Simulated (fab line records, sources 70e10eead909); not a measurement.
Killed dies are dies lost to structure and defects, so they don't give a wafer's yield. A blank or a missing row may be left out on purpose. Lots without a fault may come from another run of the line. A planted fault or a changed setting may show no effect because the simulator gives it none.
fab line records | flow nand_harc | part 2 of 2: steps 5 to 6 of 6
record lots=20 wafers=60 last_day=33
route steps=1302 shown A_STAIRCASE@743
lots that met no fault: from a run of the same line without faults
start_h: hours from the record's first day to the start of the lot's first wafer shown | wait_h: hours since the lot's step before | " the same as in the row above | L1.1+2: a row that stands for several wafers | - no value, or no start given | * or withheld: withheld | < > ~ a bound
route shown NAME@n: a module of which the file shows steps, and the number in the route of the first | usual: mean/standard deviation of fault-free wafers | same: alike in all rows | chamber/n: place in a boat | sites: the reading at each site | _std_site: their standard deviation | _edge_site: outer sites' mean less inner sites' | radius_mm: how far each site lies from the wafer's centre | mask NAME#n: copy n | behind: the tool/chamber that last shaped the wafer | hold: why the lot was held/for how many hours/how that ended | device: the transistor (n, p or np) that didn't switch | end of line: the same wafers' tests at the end of the route | a step without rows: its recipe alone | killed: dies lost to structure and defects at the first sort, not the wafer's yield | map: a wafer's dies, x killed, . not, _ none there
set.NAME: the setting as run; set.NAME@STEP: as run at that earlier step | model.NAME: the simulator's own value behind a step, which no gauge read
steps of the route over a sample of lots; a table a step, a row a wafer
services: from which hour (start_h, from the record's first day; less than 0 if before it) a tool's chamber was out of use, for how many hours, and why
## steps
# step NHARC_A_STAIRCASE_DEP_280
# recipe target_thk_a=300 target_thk_nm=30 temp_c=400 pressure_torr=3.5 flow_sccm=200 rf_w=350 material=SiON
# usual heater_power_w=748/100 showerhead_vpp_V=1144/56 susceptor_temp_C=399.97/0.23
# columns lot.wafer tool chamber start_h wait_h heater_power_w showerhead_vpp_V susceptor_temp_C
L074.2 pecvd-01 1 372.31 1.4 810 1140 399.92
L074.3 " 2 " " 804 1133 399.71
L074.6 " 2 " " 802 1127 399.94
L075.3 pecvd-03 0 385.97 1.0 622 1247 399.78
L075.6 " 0 " " 613 1264 399.98
L075.4 " 1 " " 939 1167 399.92
L077.1 pecvd-02 2 397.52 1.6 662 1171 400.02
L077.4 " 2 " " 684 1149 400.10
L077.5 " 0 " " 587 1074 399.80
L076.1 pecvd-03 1 399.91 1.5 892 1164 399.83
L076.6 " 1 " " 873 1159 400.20
L076.5 " 2 " " 882 1225 399.65
L079.1 pecvd-01 0 434.47 1.6 718 1182 400.23
L079.4 " 0 " " 708 1180 400.09
L079.6 " 1 " " 741 1134 399.97
L078.1 pecvd-01 1 436.23 1.6 714 1127 399.61
L078.3 " 0 " " 724 1193 400.08
L078.5 " 0 " " 726 1190 399.70
L080.1 pecvd-03 1 451.42 1.5 974 1163 400.57
L080.2 " 2 " " 900 1239 400.31
L080.5 " 0 " " 602 1249 399.94
L082.1 pecvd-01 1 456.40 1.5 706 1142 400.05
L082.3 " 2 " " 839 1111 400.17
L082.6 " 1 " " 713 1123 399.99
L081.1 pecvd-03 2 466.79 1.6 881 1222 400.10
L081.4 " 0 " " 592 1278 400.04
L081.6 " 0 " " 597 1265 399.71
L085.3 pecvd-02 2 482.20 1.0 726 1157 399.73
L085.4 " 1 " " 817 1068 399.68
L085.5 " 0 " " 712 1102 399.79
L086.5 pecvd-02 1 493.84 0.4 755 1089 399.56
L086.6 " 2 " " 644 1153 400.02
L086.4 " 0 " " 682 1082 399.65
L087.1 pecvd-02 2 495.71 1.7 606 1156 400.20
L087.5 " 1 " " 806 1083 400.18
L087.6 " 2 " " 611 1166 399.77
L089.2 pecvd-02 0 515.04 1.2 708 1060 400.01
L089.5 " 1 " " 849 1081 399.98
L089.6 " 2 " " 636 1155 400.10
L088.1 pecvd-02 2 517.63 1.6 705 1157 399.92
L088.6 " 1 " " 897 1091 399.97
L088.4 " 2 " " 690 1172 399.82
L091.3 pecvd-02 1 544.38 1.0 774 1078 399.88
L091.1 " 2 " " 685 1170 399.94
L091.4 " 0 " " 647 1075 399.59
L090.1 pecvd-01 2 544.58 1.6 794 1137 400.09
L090.4 " 2 " " 822 1138 400.01
L090.5 " 1 " " 814 1155 399.87
L092.2 pecvd-02 0 568.01 1.2 628 1083 400.07
L092.3 " 2 " " 657 1151 399.65
L092.4 " 0 " " 625 1093 400.16
L094.1 pecvd-02 2 571.45 1.6 598 1154 400.34
L094.4 " 1 " " 798 1081 400.08
L094.6 " 2 " " 605 1151 400.02
L097.2 pecvd-01 1 599.43 1.7 852 1134 400.11
L097.1 " 2 " " 678 1124 399.80
L097.3 " 0 " " 748 1172 400.00
L096.1 pecvd-01 1 599.93 1.6 755 1138 400.03
L096.3 " 2 " " 704 1121 399.85
L096.6 " 2 " " 709 1131 399.85
# step NHARC_A_STAIRCASE_ETCH_292
# recipe cf4_flow_sccm=100 chf3_flow_sccm=30 ar_flow_sccm=0 rf_w=500 bias_w=200 chemistry=CF4/CHF3
# usual chf3_flow_sccm=30.00/0.085 drypump_motor_current_A=5.6/0.46 mfc_ar_sccm=0.008/0.0094 oes_product_au=0.937/0.024 rf_vpp_V=371.6/2.2 showerhead_plenum_p_Torr=1.60/0.061 throttle_valve_pct=16.802/0.0081
# columns lot.wafer tool chamber start_h wait_h chf3_flow_sccm drypump_motor_current_A mfc_ar_sccm oes_product_au rf_hours_counter_h rf_vpp_V showerhead_plenum_p_Torr throttle_valve_pct
L074.2 rie_diel-04 2 373.41 0.1 29.90 4.8 0.012 0.960 3 372.7 1.60 16.798
L074.3 " 3 " " 30.17 5.6 0.031 0.957 3 375.0 1.69 16.807
L074.6 " 0 " " 29.99 5.3 0.005 0.980 - 372.0 1.64 16.793
L075.4 rie_diel-02 0 387.04 0.1 30.12 6.4 0 0.931 50 371.8 1.63 16.803
L075.3 " 1 " " 30.13 5.7 0.015 0.927 57 366.7 1.45 16.793
L075.6 " 3 " " 29.94 5.1 0.000 0.912 - 370.1 1.57 16.804
L077.1 rie_diel-04 0 398.56 0.1 30.06 5.4 0.005 0.925 7 373.2 1.63 16.799
L077.4 " 2 " " 29.95 4.8 0.012 0.934 8 369.4 1.60 16.802
L077.5 " 0 " " 30.13 5.3 0.005 0.916 - 371.0 1.63 16.796
L076.1 rie_diel-04 2 400.86 0.1 29.93 4.8 0.012 0.922 9 370.6 1.60 16.787
L076.6 " 1 " " 29.90 6.0 0 0.994 - 367.0 1.46 16.808
L076.5 " 2 " " 29.95 4.8 0.012 0.926 - 369.1 1.60 16.799
L079.4 rie_diel-02 2 435.58 0.1 30.03 5.3 0.010 0.910 11 368.8 1.55 16.785
L079.1 " 1 " " 29.89 5.7 0.015 0.918 11 373.9 1.70 16.794
L079.6 " 3 " " 30.15 5.1 0.000 0.921 - 370.8 1.56 16.798
L078.3 rie_diel-02 3 437.22 0.1 29.82 5.1 0.000 0.927 12 370.4 1.56 16.800
L078.1 " 0 " " 30.03 6.4 0 0.925 12 372.2 1.63 16.805
L078.5 " 3 " " 29.96 5.1 0.000 0.921 - 370.9 1.56 16.795
L080.2 rie_diel-02 3 453.13 0.3 30.01 5.1 0.000 0.908 17 372.3 1.56 16.796
L080.1 " 0 " " 30.02 6.4 0 0.915 17 372.8 1.63 16.793
L080.5 " 3 " " 29.98 5.1 0.000 0.921 - 369.1 1.56 16.802
L082.1 rie_diel-04 1 457.43 0.1 29.92 6.0 0 0.987 20 365.9 1.46 16.815
L082.3 " 2 " " 29.86 4.8 0.012 0.995 25 371.4 1.59 16.805
L082.6 " 1 " " 29.94 6.0 0 0.983 - 365.0 1.46 16.812
L081.1 rie_diel-13 1 467.96 0.1 30.10 6.0 0 0.928 45 372.5 1.69 16.813
L081.4 " 2 " " 29.79 6.0 0.017 0.925 42 371.0 1.56 16.801
L081.6 " 3 " " 30.05 5.2 0 0.926 - 370.9 1.59 16.806
L085.3 rie_diel-13 2 483.12 0.1 29.99 6.0 0.017 0.949 46 370.5 1.56 16.803
L085.4 " 0 " " 30.07 5.5 0 0.962 47 372.1 1.61 16.805
L085.5 " 1 " " 30.10 6.1 0 0.958 - 375.3 1.69 16.797
L086.4 rie_diel-02 1 494.83 0.1 29.94 5.7 0.015 0.953 34 373.8 1.69 16.810
L086.6 " 3 " " 30.08 5.1 0.000 0.919 - 371.6 1.56 16.810
L086.5 " 0 " " 30.04 6.4 0 0.915 - 372.4 1.63 16.820
L087.1 rie_diel-04 0 496.73 0.1 30.02 5.3 0.005 0.915 41 371.4 1.63 16.801
L087.5 " 2 " " 29.88 4.8 0.012 0.922 - 370.6 1.59 16.795
L087.6 " 3 " " 30.01 5.6 0.031 0.923 - 373.7 1.68 16.808
L089.2 rie_diel-13 2 516.12 0.1 30.06 6.1 0.017 0.990 56 370.7 1.55 16.798
L089.6 " 1 " " 29.95 6.1 0 0.979 - 375.0 1.68 16.796
L089.5 " 2 " " 30.18 6.1 0.017 0.973 - 370.1 1.55 16.804
L088.4 rie_diel-13 1 518.64 0.1 30.07 6.1 0 0.962 60 373.6 1.68 16.799
L088.1 " 3 " " 30.00 5.2 0 0.925 52 370.9 1.59 16.810
L088.6 " 2 " " 30.06 6.1 0.017 0.971 - 369.9 1.55 16.800
L091.1 rie_diel-13 2 545.49 0.1 29.99 6.0 0.017 0.924 7 370.2 1.55 16.811
L091.3 " 2 " " 30.05 6.0 0.017 0.923 - 369.6 1.55 16.803
L091.4 " 3 " " 29.88 5.2 0 0.932 - 370.9 1.59 16.810
L090.1 rie_diel-02 0 545.76 0.1 29.92 6.4 0 0.917 54 372.2 1.62 16.809
L090.4 " 1 " " 29.90 5.7 0.015 0.903 - 373.6 1.68 16.806
L090.5 " 2 " " 29.99 5.3 0.010 0.918 - 370.0 1.53 16.810
L092.3 rie_diel-13 0 569.08 0.1 30.02 5.5 0 0.941 13 372.7 1.60 16.796
L092.2 " 1 " " 29.95 6.1 0 0.924 11 374.3 1.68 16.813
L092.4 " 2 " " 29.86 6.0 0.017 0.919 17 368.9 1.55 16.788
L094.4 rie_diel-04 1 572.47 0.1 30.00 6.0 0 0.950 11 375.1 1.70 16.809
L094.1 " 3 " " 30.05 5.5 0.031 0.921 14 374.7 1.67 16.792
L094.6 " 1 " " 30.04 6.0 0 0.942 - 375.2 1.70 16.809
L097.2 rie_diel-02 1 600.38 0.1 29.92 5.7 0.015 0.916 7 373.1 1.68 16.803
L097.1 " 2 " " 30.07 5.3 0.010 0.911 6 370.2 1.53 16.805
L097.3 " 3 " " 30.01 5.1 0.000 0.933 7 370.9 1.55 16.805
L096.3 rie_diel-13 2 600.99 0.1 30.03 6.0 0.017 0.965 30 370.5 1.55 16.803
L096.1 " 1 " " 30.11 6.1 0 0.966 23 373.7 1.68 16.804
L096.6 " 3 " " 29.94 5.2 0 0.969 - 370.2 1.58 16.812
## services
# columns tool chamber start_h hours kind
rie_diel-13 2 330.26 4.8 repair
plasma_asher-01 - 342.00 9.0 pm
rie_diel-13 - 342.21 9.0 pm
plasma_asher-02 - 353.97 2.5 repair
rie_diel-04 - 355.05 9.0 pm
plasma_asher-02 - 360.38 1.2 repair
plasma_asher-02 - 369.64 1.8 repair
rie_diel-04 1 373.40 9.3 repair
rie_diel-02 2 377.30 7.1 repair
rie_diel-02 - 394.62 9.0 pm
pecvd-02 - 408.80 13.0 pm
rie_diel-02 1 456.38 13.6 repair
rie_diel-02 2 484.70 7.0 repair
rie_diel-13 3 494.61 6.4 repair
rie_diel-02 - 500.91 1.5 repair
rie_diel-02 3 511.44 34.3 repair
plasma_asher-01 - 519.00 9.0 pm
rie_diel-13 - 519.67 9.0 pm
rie_diel-04 2 526.64 16.0 repair
rie_diel-04 - 532.05 9.0 pm
rie_diel-13 1 543.97 16.4 repair
rie_diel-13 0 554.60 2.5 repair
rie_diel-02 - 571.62 9.0 pm
pecvd-02 - 589.80 13.0 pm
